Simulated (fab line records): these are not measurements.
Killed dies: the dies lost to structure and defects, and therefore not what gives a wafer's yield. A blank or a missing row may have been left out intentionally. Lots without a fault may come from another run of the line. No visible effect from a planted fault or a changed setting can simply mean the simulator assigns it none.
Matching of chambers :: flow nand_harc :: NHARC_P_STI_DESCUM_14 on rie_diel-11: 4 sister chambers
The step chemistry O2, time 3 s. 22 wafers are shown with their chamber, then 11 later ones without.

WAFERS PAIRED WITH THEIR CHAMBERS
wafer: L076.2
chamber: 0
showerhead_plenum_p_Torr (Torr): 1.98
drypump_motor_current_A (A): 5.1
chamber_pressure_mTorr (mTorr): 60.10

wafer: L076.3
chamber: 1
showerhead_plenum_p_Torr (Torr): 1.85
drypump_motor_current_A (A): 5.5
chamber_pressure_mTorr (mTorr): 59.97

wafer: L076.5
chamber: 2
showerhead_plenum_p_Torr (Torr): 1.94
drypump_motor_current_A (A): 6.2
chamber_pressure_mTorr (mTorr): 60.05

wafer: L078.2
chamber: 1
showerhead_plenum_p_Torr (Torr): 1.85
drypump_motor_current_A (A): 5.4
chamber_pressure_mTorr (mTorr): 60.01

wafer: L078.4
chamber: 2
showerhead_plenum_p_Torr (Torr): 1.94
drypump_motor_current_A (A): 6.3
chamber_pressure_mTorr (mTorr): 60.03

wafer: L078.6
chamber: 0
showerhead_plenum_p_Torr (Torr): 1.98
drypump_motor_current_A (A): 5.1
chamber_pressure_mTorr (mTorr): 60.02

wafer: L080.1
chamber: 1
showerhead_plenum_p_Torr (Torr): 1.85
drypump_motor_current_A (A): 5.4
chamber_pressure_mTorr (mTorr): 59.93

wafer: L080.3
chamber: 3
showerhead_plenum_p_Torr (Torr): 2.07
drypump_motor_current_A (A): 6.3
chamber_pressure_mTorr (mTorr): 60.02

wafer: L080.6
chamber: 1
showerhead_plenum_p_Torr (Torr): 1.85
drypump_motor_current_A (A): 5.5
chamber_pressure_mTorr (mTorr): 59.97

wafer: L081.2
chamber: 3
showerhead_plenum_p_Torr (Torr): 2.07
drypump_motor_current_A (A): 6.3
chamber_pressure_mTorr (mTorr): 59.92

wafer: L081.4
chamber: 1
showerhead_plenum_p_Torr (Torr): 1.85
drypump_motor_current_A (A): 5.5
chamber_pressure_mTorr (mTorr): 60.05

wafer: L081.5
chamber: 3
showerhead_plenum_p_Torr (Torr): 2.07
drypump_motor_current_A (A): 6.3
chamber_pressure_mTorr (mTorr): 60.03

wafer: L082.2
chamber: 0
showerhead_plenum_p_Torr (Torr): 1.98
drypump_motor_current_A (A): 5.1
chamber_pressure_mTorr (mTorr): 59.92

wafer: L082.4
chamber: 1
showerhead_plenum_p_Torr (Torr): 1.84
drypump_motor_current_A (A): 5.4
chamber_pressure_mTorr (mTorr): 59.97

wafer: L082.6
chamber: 2
showerhead_plenum_p_Torr (Torr): 1.94
drypump_motor_current_A (A): 6.3
chamber_pressure_mTorr (mTorr): 60.10

wafer: L083.1
chamber: 3
showerhead_plenum_p_Torr (Torr): 2.07
drypump_motor_current_A (A): 6.3
chamber_pressure_mTorr (mTorr): 59.98

wafer: L083.3
chamber: 2
showerhead_plenum_p_Torr (Torr): 1.94
drypump_motor_current_A (A): 6.3
chamber_pressure_mTorr (mTorr): 60.02

wafer: L083.4
chamber: 1
showerhead_plenum_p_Torr (Torr): 1.84
drypump_motor_current_A (A): 5.4
chamber_pressure_mTorr (mTorr): 60.04

wafer: L085.1
chamber: 0
showerhead_plenum_p_Torr (Torr): 1.98
drypump_motor_current_A (A): 5.0
chamber_pressure_mTorr (mTorr): 60.00

wafer: L085.5
chamber: 3
showerhead_plenum_p_Torr (Torr): 2.07
drypump_motor_current_A (A): 6.3
chamber_pressure_mTorr (mTorr): 59.86

wafer: L085.6
chamber: 0
showerhead_plenum_p_Torr (Torr): 1.98
drypump_motor_current_A (A): 5.1
chamber_pressure_mTorr (mTorr): 59.98

wafer: L088.4
chamber: 2
showerhead_plenum_p_Torr (Torr): 1.94
drypump_motor_current_A (A): 6.2
chamber_pressure_mTorr (mTorr): 60.06

SIGNATURES, as means of the wafers listed above
reading: showerhead_plenum_p_Torr
chamber 0: 1.9800
chamber 1: 1.8471
chamber 2: 1.9400
chamber 3: 2.0700
scatter within a chamber: 0.00282

reading: drypump_motor_current_A
chamber 0: 5.080
chamber 1: 5.443
chamber 2: 6.260
chamber 3: 6.300
scatter within a chamber: 0.0454

reading: chamber_pressure_mTorr
chamber 0: 60.0040
chamber 1: 59.9914
chamber 2: 60.0520
chamber 3: 59.9620
scatter within a chamber: 0.0541
Rule: a wafer lies at a distance from a chamber equal to the root of the sum of squares, over the readings, of (its reading less the chamber's mean, divided by the reading's scatter). The wafer belongs to the nearest chamber; if the next one is less than 2 further off, it can't be placed. The scatter: take each reading less its chamber's mean, square it, sum over the shown wafers, divide by the number of wafers less the number of chambers, and take the root.

WAFERS WITHOUT THEIR CHAMBER
wafer: L088.5
showerhead_plenum_p_Torr (Torr): 1.94
drypump_motor_current_A (A): 6.2
chamber_pressure_mTorr (mTorr): 59.95

wafer: L088.6
showerhead_plenum_p_Torr (Torr): 2.07
drypump_motor_current_A (A): 6.3
chamber_pressure_mTorr (mTorr): 59.99

wafer: L089.3
showerhead_plenum_p_Torr (Torr): 1.94
drypump_motor_current_A (A): 6.2
chamber_pressure_mTorr (mTorr): 60.02

wafer: L089.5
showerhead_plenum_p_Torr (Torr): 2.07
drypump_motor_current_A (A): 6.3
chamber_pressure_mTorr (mTorr): 60.01

wafer: L089.6
showerhead_plenum_p_Torr (Torr): 1.94
drypump_motor_current_A (A): 6.3
chamber_pressure_mTorr (mTorr): 59.97

wafer: L096.1
showerhead_plenum_p_Torr (Torr): 2.06
drypump_motor_current_A (A): 6.3
chamber_pressure_mTorr (mTorr): 60.04

wafer: L096.2
showerhead_plenum_p_Torr (Torr): 1.84
drypump_motor_current_A (A): 5.4
chamber_pressure_mTorr (mTorr): 60.02

wafer: L096.3
showerhead_plenum_p_Torr (Torr): 1.98
drypump_motor_current_A (A): 5.1
chamber_pressure_mTorr (mTorr): 60.11

wafer: L097.2
showerhead_plenum_p_Torr (Torr): 1.93
drypump_motor_current_A (A): 6.3
chamber_pressure_mTorr (mTorr): 60.09

wafer: L097.4
showerhead_plenum_p_Torr (Torr): 1.84
drypump_motor_current_A (A): 5.4
chamber_pressure_mTorr (mTorr): 59.99

wafer: L097.6
showerhead_plenum_p_Torr (Torr): 1.84
drypump_motor_current_A (A): 5.4
chamber_pressure_mTorr (mTorr): 60.00

WHICH CHAMBER EACH ONE RAN IN
wafer: L088.5
from the rows above: 2
in truth: 2

wafer: L088.6
from the rows above: 3
in truth: 3

wafer: L089.3
from the rows above: 2
in truth: 2

wafer: L089.5
from the rows above: 3
in truth: 3

wafer: L089.6
from the rows above: 2
in truth: 2

wafer: L096.1
from the rows above: 3
in truth: 3

wafer: L096.2
from the rows above: 1
in truth: 1

wafer: L096.3
from the rows above: 0
in truth: 0

wafer: L097.2
from the rows above: 2
in truth: 2

wafer: L097.4
from the rows above: 1
in truth: 1

wafer: L097.6
from the rows above: 1
in truth: 1
11 of 11 placed correctly. Can't be placed from these rows: 0. Wrongly placed: 0.
